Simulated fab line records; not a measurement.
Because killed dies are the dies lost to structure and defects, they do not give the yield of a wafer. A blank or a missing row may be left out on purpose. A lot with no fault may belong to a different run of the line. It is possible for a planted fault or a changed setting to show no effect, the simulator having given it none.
Comparing a struck lot with a sound one -- flow n5_finfet -- 40 out of 1938 route steps
Sound: wafers L605.1, L605.2, L605.5. Struck: wafer L609.1. (L609.3, L609.4 of the same lot were not struck and are left out.) The cause comes at the end.
Each step with rows lists, per side, the tool, then ch with its chambers, then its first start. Under that, the readings that differ: sound wafers -- struck wafers -- difference of the means -- sigmas: that difference in standard deviations of wafers without a fault.
alike: readings with means less than 2 such deviations apart, plus words and numbers identical on both sides. not compared: withheld readings, readings lacking a value on some wafer, bounds such as >300 that could conceal the same value, and numbers that have no deviation in the record and whose values overlap.
A row with sigmas, a row that says differs or no value, or rows on one side alone: a step with any of these is where the two part. Numbers that have no deviation but don't overlap get no sigmas and don't part them. Lack of a reading on every wafer of one side parts them only where that side has two or more wafers.

first, 9 steps without rows for these wafers: N5_MOL_CONTACT_COAG_PRE_CLEAN_121; N5_MOL_CONTACT_COAG_CVD_140 (deposits W, target thk 66.5 nm, time 215 s); N5_MOL_CONTACT_COAG_PRECLEAN_127 (cleans in DIW, time 57.5 s); N5_MOL_CONTACT_COAG_SRD_128 (dry time 32 s); N5_MOL_CONTACT_COAG_CMP_52 (polishes, stops on SiO2, t overpolish 1.5 s, target thk 66.5 nm); N5_MOL_CONTACT_COAG_ANNEAL_112 (time 1800 s); N5_BEOL_M0_SAQP_PECVD_00 (deposits SiCN from 3MS/NH3, target thk 8 nm, time 14 s); N5_BEOL_M0_SAQP_ILD_DEP_01 (deposits SiOC from DEMS/O2, target thk 45.419 nm, time 8.7 s); N5_BEOL_M0_SAQP_HM_DEP_02 (deposits TiN, target thk 12 nm).
N5_BEOL_M0_SAQP_PECVD_03: deposits SiCN from 3MS/NH3, target thk 12 nm, time 21.1 s.
  sound on pecvd-04 ch 1,2, day 6 00:44; struck on pecvd-04 ch 2, day 6 23:19
reading,sound,struck,difference,sigmas
model.SiCN_of_BEOL_M0_SAQP_PECVD_03.thk_nm (nm),11.8 11.6 12,13,+1,
  alike: showerhead_plenum_p_Torr, throttle_valve_pct
then, 25 steps without rows for these wafers: N5_BEOL_M0_SAQP_PECVD_96 (deposits a-Si from SiH4/He, target thk 45 nm, time 45.2 s); N5_BEOL_M0_SAQP_PECVD_97 (deposits SiNx from SiH4/NH3/N2, target thk 23 nm, time 19.9 s); N5_BEOL_M0_SAQP_PECVD_04 (deposits a-Si from SiH4/He, target thk 60 nm, time 60.2 s); N5_BEOL_M0_SAQP_HM_DEP_111 (deposits SiO2 from SiH4/N2O, target thk 12 nm, time 7.2 s); N5_BEOL_M0_SAQP_COAT_81 (time 60 s, resist thk 100 nm); N5_BEOL_M0_SAQP_COAT_82 (time 60 s, resist thk 30 nm); N5_BEOL_M0_SAQP_COAT_08 (resist thk 90 nm); N5_BEOL_M0_SAQP_EBR_10; N5_BEOL_M0_SAQP_SOFTBAKE_09 (time 60 s); N5_BEOL_M0_SAQP_EXPOSE_11 (exposes mask M0 CORE, target cd 42 nm); N5_BEOL_M0_SAQP_PEB_12 (peb time 60 s); N5_BEOL_M0_SAQP_DEVELOP_13 (develop time 30 s); N5_BEOL_M0_SAQP_DESCUM_19 (chemistry O2, time 7.9 s); N5_BEOL_M0_SAQP_ETCH_83 (etches SiARC in CF4, target depth 39 nm, time 65 s); N5_BEOL_M0_SAQP_ETCH_84 (etches SOC in N2/H2, target depth 100 nm, overetch 20 nm, time 150 s); N5_BEOL_M0_SAQP_STRIP_80 (strips in N2/H2); N5_BEOL_M0_SAQP_HM_OPEN_112 (chemistry CHF3/O2, target SiO2, stops on a-Si, target depth 12 nm, time 13.5 s); N5_BEOL_M0_SAQP_STRIP_113 (strips in CHF3/O2); N5_BEOL_M0_SAQP_MANDREL_ETCH_20 (etches a-Si in HBr/Cl2, stops on SiNx, target depth 60 nm, bt time 10 s, time 30 s); N5_BEOL_M0_SAQP_STRIP_86 (strips in N2/H2); N5_BEOL_M0_SAQP_STRIP_115 (strips in post etch residue remover, time 60 s); N5_BEOL_M0_SAQP_SRD_93 (time 30 s); N5_BEOL_M0_SAQP_RECESS_114 (chemistry HF/NH3, target SiO2, target depth 14.4 nm, afs cycles 3, sublimation time 60 s); N5_BEOL_M0_SAQP_SPACER1_ALD_98 (deposits SiO2, target thk 12.8 nm, pulse time 1 s, purge time 2 s); N5_BEOL_M0_SAQP_SPACER1_ETCHBACK_99 (etches SiO2 in CHF3/O2, target depth 15.4 nm, time 7.7 s).
N5_BEOL_M0_SAQP_RECESS_109: chemistry HF/NH3, target SiO2, target depth 3 nm, afs cycles 1, sublimation time 60 s.
  sound on vapor_etch-01 ch 0,1, day 6 04:10; struck on vapor_etch-01 ch 1, day 7 03:10
reading,sound,struck,difference,sigmas
model.SiCN_of_BEOL_M0_SAQP_PECVD_03.thk_nm (nm),8.4 8.4 8.4,9.4,+1.0,
  alike: drypump_motor_current_A
N5_BEOL_M0_ETCH_138: etches SiCN in CH3F/O2, target depth 12 nm, time 31.6 s.
  sound on rie_diel-04 ch 2,3, day 6 07:21; struck on rie_diel-03 ch 3, day 7 06:14
reading,sound,struck,difference,sigmas
etch_rf_on_time_s (s),28.2 28.5 29.1,32.4,+3.8,+4
model.etch.depth_nm (nm),8.385 8.332 8.476,9.473,+1.075,
  alike: bias_w, drypump_motor_current_A, oes_product_au, rf_vpp_V, showerhead_plenum_p_Torr, throttle_valve_pct
  not compared: rf_hours_counter_h
N5_BEOL_M0_HM_OPEN_105: chemistry Cl2/BCl3, target TiN, target depth 12 nm.
  sound on rie_metal-01 ch 0,1, day 6 13:19; struck on rie_metal-02 ch 1, day 7 07:53
reading,sound,struck,difference,sigmas
bias_w (W),125.4 125.6 125.9,126.6,+1.0,+3
  alike: drypump_motor_current_A, oes_product_au, throttle_valve_pct
  not compared: rf_hours_counter_h, model.SiO2_of_BEOL_M0_SAQP_SPACER2_ALD_26.thk_nm
N5_BEOL_M0_ETCH_128: etches SiCN in CF4/N2, target depth 12 nm, overetch 5.1 nm, time 21.4 s.
  sound on rie_diel-04 ch 0,1, day 6 13:39; struck on rie_diel-04 ch 2, day 7 08:31
reading,sound,struck,difference,sigmas
throttle_valve_pct (%),15.60 15.78 15.59,15.10,-0.56,-2
model.etch.depth_nm (nm),8.385 8.332 8.476,9.473,+1.075,
  alike: bias_w, cf4_flow_sccm, drypump_motor_current_A, oes_product_au, rf_vpp_V, showerhead_plenum_p_Torr
  not compared: rf_hours_counter_h
-- a jump in the record: the struck wafers' starts before and after are 3 days apart (it breaks off in module BEOL_M0 and resumes in module BEOL_M4, where the first step shown is number 1111 of the route) --
N5_BEOL_M4_RC_MEAS_101:
  sound on prober-02 ch 0, day 9 12:12; struck on prober-01 ch 0, day 9 21:33
  alike: DIBL_N, DIBL_P, IOFF_N, IOFF_P, ION_N, ION_P, SS_N, SS_P, VT_N, VT_P

WHERE THEY PART
Last at N5_BEOL_M0_ETCH_128 as far as this record goes, first at N5_BEOL_M0_ETCH_138. Later steps at which nothing parts them and some readings are alike: N5_BEOL_M4_RC_MEAS_101.

WHY: what had been put in by the simulator
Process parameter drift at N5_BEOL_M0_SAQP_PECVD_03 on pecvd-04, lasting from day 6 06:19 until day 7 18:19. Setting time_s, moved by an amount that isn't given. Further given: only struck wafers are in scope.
